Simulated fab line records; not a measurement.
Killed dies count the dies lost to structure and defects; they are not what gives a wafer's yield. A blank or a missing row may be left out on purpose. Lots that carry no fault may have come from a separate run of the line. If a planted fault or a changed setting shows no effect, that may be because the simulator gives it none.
Split-lot trial / flow n5Finfet / on a route of 1938 steps: 7 lots, 39 wafers read

== SPLIT DETAILS ==
At N5_DUMMY_GATE_HM_DEP_06 (deposits SiNx from DCS/NH3, target thk 80 nm, time 5141 s), the setting timeS was moved away from the recipe's 5141 s on 36 of the 39 wafers read, by -47.0% to +59.5%. The other wafers ran this setting at the recipe's value.

The reading is taken at the split's own step.

== THE READING ==
SiNx_of_DUMMY_GATE_HM_DEP_06.thkNm (the simulator's own value, which no gauge read), in nm, at N5_DUMMY_GATE_HM_DEP_06 (deposits SiNx from DCS/NH3, target thk 80 nm, time 5141 s). No usual value for it is given in the file. The 3 wafers here that ran the recipe average 79.8 nm, standard deviation 0.16 nm.

wafer=L075.1; tool, chamber at the split=-, -; timeS as run, s=8103; against the recipe=+57.6%; SiNx_of_DUMMY_GATE_HM_DEP_06.thkNm, nm=125.8; against lot-mates on the recipe=no lot-mate on the recipe
wafer=L075.4; tool, chamber at the split=-, -; timeS as run, s=8103; against the recipe=+57.6%; SiNx_of_DUMMY_GATE_HM_DEP_06.thkNm, nm=125.8; against lot-mates on the recipe=no lot-mate on the recipe
wafer=L075.2; tool, chamber at the split=-, -; timeS as run, s=8103; against the recipe=+57.6%; SiNx_of_DUMMY_GATE_HM_DEP_06.thkNm, nm=125.4; against lot-mates on the recipe=no lot-mate on the recipe
wafer=L075.3; tool, chamber at the split=-, -; timeS as run, s=8103; against the recipe=+57.6%; SiNx_of_DUMMY_GATE_HM_DEP_06.thkNm, nm=125; against lot-mates on the recipe=no lot-mate on the recipe
wafer=L075.5; tool, chamber at the split=-, -; timeS as run, s=8103; against the recipe=+57.6%; SiNx_of_DUMMY_GATE_HM_DEP_06.thkNm, nm=125.2; against lot-mates on the recipe=no lot-mate on the recipe
wafer=L075.6; tool, chamber at the split=-, -; timeS as run, s=8103; against the recipe=+57.6%; SiNx_of_DUMMY_GATE_HM_DEP_06.thkNm, nm=125.6; against lot-mates on the recipe=no lot-mate on the recipe
wafer=L076.1; tool, chamber at the split=-, -; timeS as run, s=6842; against the recipe=+33.1%; SiNx_of_DUMMY_GATE_HM_DEP_06.thkNm, nm=107.2; against lot-mates on the recipe=no lot-mate on the recipe
wafer=L076.2; tool, chamber at the split=-, -; timeS as run, s=6842; against the recipe=+33.1%; SiNx_of_DUMMY_GATE_HM_DEP_06.thkNm, nm=107.2; against lot-mates on the recipe=no lot-mate on the recipe
wafer=L076.3; tool, chamber at the split=-, -; timeS as run, s=6842; against the recipe=+33.1%; SiNx_of_DUMMY_GATE_HM_DEP_06.thkNm, nm=107.4; against lot-mates on the recipe=no lot-mate on the recipe
wafer=L076.4; tool, chamber at the split=-, -; timeS as run, s=6842; against the recipe=+33.1%; SiNx_of_DUMMY_GATE_HM_DEP_06.thkNm, nm=107; against lot-mates on the recipe=no lot-mate on the recipe
wafer=L076.5; tool, chamber at the split=-, -; timeS as run, s=6842; against the recipe=+33.1%; SiNx_of_DUMMY_GATE_HM_DEP_06.thkNm, nm=107.6; against lot-mates on the recipe=no lot-mate on the recipe
wafer=L076.6; tool, chamber at the split=-, -; timeS as run, s=6842; against the recipe=+33.1%; SiNx_of_DUMMY_GATE_HM_DEP_06.thkNm, nm=107.6; against lot-mates on the recipe=no lot-mate on the recipe
wafer=L077.1; tool, chamber at the split=-, -; timeS as run, s=2726; against the recipe=-47.0%; SiNx_of_DUMMY_GATE_HM_DEP_06.thkNm, nm=41; against lot-mates on the recipe=no lot-mate on the recipe
wafer=L077.4; tool, chamber at the split=-, -; timeS as run, s=2726; against the recipe=-47.0%; SiNx_of_DUMMY_GATE_HM_DEP_06.thkNm, nm=41; against lot-mates on the recipe=no lot-mate on the recipe
wafer=L077.2; tool, chamber at the split=-, -; timeS as run, s=2726; against the recipe=-47.0%; SiNx_of_DUMMY_GATE_HM_DEP_06.thkNm, nm=40.8; against lot-mates on the recipe=no lot-mate on the recipe
wafer=L077.3; tool, chamber at the split=-, -; timeS as run, s=2726; against the recipe=-47.0%; SiNx_of_DUMMY_GATE_HM_DEP_06.thkNm, nm=41.2; against lot-mates on the recipe=no lot-mate on the recipe
wafer=L077.5; tool, chamber at the split=-, -; timeS as run, s=2726; against the recipe=-47.0%; SiNx_of_DUMMY_GATE_HM_DEP_06.thkNm, nm=41.2; against lot-mates on the recipe=no lot-mate on the recipe
wafer=L077.6; tool, chamber at the split=-, -; timeS as run, s=2726; against the recipe=-47.0%; SiNx_of_DUMMY_GATE_HM_DEP_06.thkNm, nm=41.2; against lot-mates on the recipe=no lot-mate on the recipe
wafer=L078.1; tool, chamber at the split=-, -; timeS as run, s=3262; against the recipe=-36.5%; SiNx_of_DUMMY_GATE_HM_DEP_06.thkNm, nm=51.8; against lot-mates on the recipe=no lot-mate on the recipe
wafer=L078.3; tool, chamber at the split=-, -; timeS as run, s=3262; against the recipe=-36.5%; SiNx_of_DUMMY_GATE_HM_DEP_06.thkNm, nm=51.8; against lot-mates on the recipe=no lot-mate on the recipe
wafer=L078.4; tool, chamber at the split=-, -; timeS as run, s=3262; against the recipe=-36.5%; SiNx_of_DUMMY_GATE_HM_DEP_06.thkNm, nm=51.8; against lot-mates on the recipe=no lot-mate on the recipe
wafer=L078.5; tool, chamber at the split=-, -; timeS as run, s=3262; against the recipe=-36.5%; SiNx_of_DUMMY_GATE_HM_DEP_06.thkNm, nm=51.8; against lot-mates on the recipe=no lot-mate on the recipe
wafer=L078.2; tool, chamber at the split=-, -; timeS as run, s=3262; against the recipe=-36.5%; SiNx_of_DUMMY_GATE_HM_DEP_06.thkNm, nm=51.2; against lot-mates on the recipe=no lot-mate on the recipe
wafer=L078.6; tool, chamber at the split=-, -; timeS as run, s=3262; against the recipe=-36.5%; SiNx_of_DUMMY_GATE_HM_DEP_06.thkNm, nm=51.6; against lot-mates on the recipe=no lot-mate on the recipe
wafer=L081.1; tool, chamber at the split=-, -; timeS as run, s=8202; against the recipe=+59.5%; SiNx_of_DUMMY_GATE_HM_DEP_06.thkNm, nm=127; against lot-mates on the recipe=no lot-mate on the recipe
wafer=L081.4; tool, chamber at the split=-, -; timeS as run, s=8202; against the recipe=+59.5%; SiNx_of_DUMMY_GATE_HM_DEP_06.thkNm, nm=127; against lot-mates on the recipe=no lot-mate on the recipe
wafer=L081.2; tool, chamber at the split=-, -; timeS as run, s=8202; against the recipe=+59.5%; SiNx_of_DUMMY_GATE_HM_DEP_06.thkNm, nm=126.4; against lot-mates on the recipe=no lot-mate on the recipe
wafer=L081.6; tool, chamber at the split=-, -; timeS as run, s=8202; against the recipe=+59.5%; SiNx_of_DUMMY_GATE_HM_DEP_06.thkNm, nm=126.4; against lot-mates on the recipe=no lot-mate on the recipe
wafer=L081.3; tool, chamber at the split=-, -; timeS as run, s=8202; against the recipe=+59.5%; SiNx_of_DUMMY_GATE_HM_DEP_06.thkNm, nm=126.2; against lot-mates on the recipe=no lot-mate on the recipe
wafer=L081.5; tool, chamber at the split=-, -; timeS as run, s=8202; against the recipe=+59.5%; SiNx_of_DUMMY_GATE_HM_DEP_06.thkNm, nm=126.8; against lot-mates on the recipe=no lot-mate on the recipe
wafer=L083.1; tool, chamber at the split=-, -; timeS as run, s=3493; against the recipe=-32.1%; SiNx_of_DUMMY_GATE_HM_DEP_06.thkNm, nm=55.6; against lot-mates on the recipe=no lot-mate on the recipe
wafer=L083.5; tool, chamber at the split=-, -; timeS as run, s=3493; against the recipe=-32.1%; SiNx_of_DUMMY_GATE_HM_DEP_06.thkNm, nm=55.6; against lot-mates on the recipe=no lot-mate on the recipe
wafer=L083.2; tool, chamber at the split=-, -; timeS as run, s=3493; against the recipe=-32.1%; SiNx_of_DUMMY_GATE_HM_DEP_06.thkNm, nm=55.8; against lot-mates on the recipe=no lot-mate on the recipe
wafer=L083.6; tool, chamber at the split=-, -; timeS as run, s=3493; against the recipe=-32.1%; SiNx_of_DUMMY_GATE_HM_DEP_06.thkNm, nm=55.8; against lot-mates on the recipe=no lot-mate on the recipe
wafer=L083.3; tool, chamber at the split=-, -; timeS as run, s=3493; against the recipe=-32.1%; SiNx_of_DUMMY_GATE_HM_DEP_06.thkNm, nm=56.4; against lot-mates on the recipe=no lot-mate on the recipe
wafer=L083.4; tool, chamber at the split=-, -; timeS as run, s=3493; against the recipe=-32.1%; SiNx_of_DUMMY_GATE_HM_DEP_06.thkNm, nm=55.2; against lot-mates on the recipe=no lot-mate on the recipe
wafer=L094.2; tool, chamber at the split=lpcvd-02, 0/95; timeS as run, s=5141; against the recipe=recipe; SiNx_of_DUMMY_GATE_HM_DEP_06.thkNm, nm=79.8; against lot-mates on the recipe=-
wafer=L094.3; tool, chamber at the split=lpcvd-02, 0/100; timeS as run, s=5141; against the recipe=recipe; SiNx_of_DUMMY_GATE_HM_DEP_06.thkNm, nm=80; against lot-mates on the recipe=-
wafer=L094.4; tool, chamber at the split=lpcvd-02, 0/104; timeS as run, s=5141; against the recipe=recipe; SiNx_of_DUMMY_GATE_HM_DEP_06.thkNm, nm=79.6; against lot-mates on the recipe=-

THE FIT
A straight line over all 39 wafers: SiNx_of_DUMMY_GATE_HM_DEP_06.thkNm changes by +0.793 nm for each +1% of timeS; r = +1.00; the points scatter about the line by 1 nm.
Too few moved wafers with a lot-mate on the recipe to fit a line net of each lot's own level.

== FILE'S OWN FIT ==
SiNx_of_DUMMY_GATE_HM_DEP_06.thkNm changes by +0.793 nm for each +1% of timeS, r = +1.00.
